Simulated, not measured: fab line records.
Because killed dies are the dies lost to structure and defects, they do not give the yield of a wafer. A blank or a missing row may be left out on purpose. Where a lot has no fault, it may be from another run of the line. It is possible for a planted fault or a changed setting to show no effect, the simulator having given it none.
3 desks looking at one fault	flow n5-finfet	every desk sees just its own numbers, and what lay behind them comes last

== FROM THE METROLOGY DESK ==
Lot by lot, what the gauges showed, no matter which tool ran the lot: averages of those sampled wafers that carry a number. The brackets show how far a lot's mean lies from the usual mean; more than 4 standard deviations puts the lot out of limits, marked OUT. Shown here are 7 of its 10 readings, the ones lying furthest out on some lot.
Columns: A = DIBL_N at N5_BEOL_M4_RC_MEAS_101, usual 36.4 mV/V; B = ION_N at N5_BEOL_M4_RC_MEAS_101, usual 675 uA/um; C = ION_P at N5_BEOL_M4_RC_MEAS_101, usual 463 uA/um; D = SS_N at N5_BEOL_M4_RC_MEAS_101, usual 71.6 mV/dec; E = SS_P at N5_BEOL_M4_RC_MEAS_101, usual 73.3 mV/dec; F = VT_N at N5_BEOL_M4_RC_MEAS_101, usual 250 mV; G = VT_P at N5_BEOL_M4_RC_MEAS_101, usual -250.3 mV
lot	first seen here	A	B	C	D	E	F	G
L424	day 9 10:19	35.5	679	464	71.5	73.2	250	-251.0
L427	day 10 05:55	34.6	675	471	71.2	72.7	251	-248.8
L430	day 10 18:31	37.6	668	458	71.4	73.8	250	-252.7
L433	day 11 17:06	37.6	675	455	72.0	73.6	249	-252.9
L434	day 12 00:41	35.8	660	459	72.0	72.7	256	-249.4
L436	day 12 11:01	38.5	672	463	71.0	73.2	251	-250.2
L437	day 12 14:11	34.9	672	457	71.6	73.0	253	-254.0
L441	day 13 18:05	37.7	678	467	71.4	73.4	251	-248.3
L442	day 13 23:07	34.4	668	460	71.3	72.3	252	-251.4
L443	day 14 03:29	35.4	673	467	71.4	73.4	252	-249.2
Finding of this desk: none of the 10 lots has anything out of limits.

== THE DEFECT DESK ==
For each lot, the counts of the inspections along the route, averaged over the sampled wafers that have a number. The brackets show how far a lot's mean lies from the usual mean; more than 4 standard deviations puts the lot out of limits, marked OUT.
Columns: A = raw-defect-count at N5_BEOL_M0_SAQP_INSPECT_42, usual 289
lot	first seen here	A
L424	day 5 22:46	299
L427	day 6 18:16	231
L430	day 7 10:39	238
L433	day 8 02:35	237
L434	day 8 15:53	283
L436	day 9 00:11	224
L437	day 9 02:37	362
L441	day 10 05:48	282
L442	day 10 10:03	329
L443	day 10 14:11	282
Finding of this desk: none of the 10 lots has anything out of limits.

== TOOL OWNER'S DESK, litho-track-05 ==
The tool's own readings at N5_BEOL_M0_SAQP_COAT_34 (resist thk 30 nm): means of the sampled wafers that have a number, for each lot that ran on this tool. The brackets show how far a lot's mean lies from the usual mean; more than 4 standard deviations puts the lot out of limits, marked OUT.
Columns: A = spin-speed-rpm at N5_BEOL_M0_SAQP_COAT_34, usual 1500.2 rpm
lot	first seen here	A
L430	day 7 10:10	1500.3
L433	day 8 02:06	1499.7
L437	day 9 02:08	1262.4 (-99 or more) OUT
L441	day 10 05:26	1263.2 (-99 or more) OUT
This desk's verdict: out of limits on L437, L441, starting with L437 at day 9 02:08 (spin-speed-rpm at N5_BEOL_M0_SAQP_COAT_34). L430, L433 stayed within limits.

== PUT TOGETHER ==
On L437, L441, at day 9 02:08, an alarm was possible from the tool owner's desk.
Metrology desk: nothing out of limits seen.
The defect desk saw nothing out of limits.
The metrology desk has L437, L441 on record, within its limits.
The defect desk has L437, L441 on record, within its limits.
The lots listed all ran N5_BEOL_M0_SAQP_COAT_34 on litho-track-05.

== WHAT WAS PUT IN BY THE SIMULATOR ==
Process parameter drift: litho-track-05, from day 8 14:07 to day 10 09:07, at N5_BEOL_M0_SAQP_COAT_34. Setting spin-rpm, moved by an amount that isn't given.
Struck lots among those shown: L437, L441.
Hours from the fault's start to each desk's first reading out of limits: the tool owner's desk, 12.
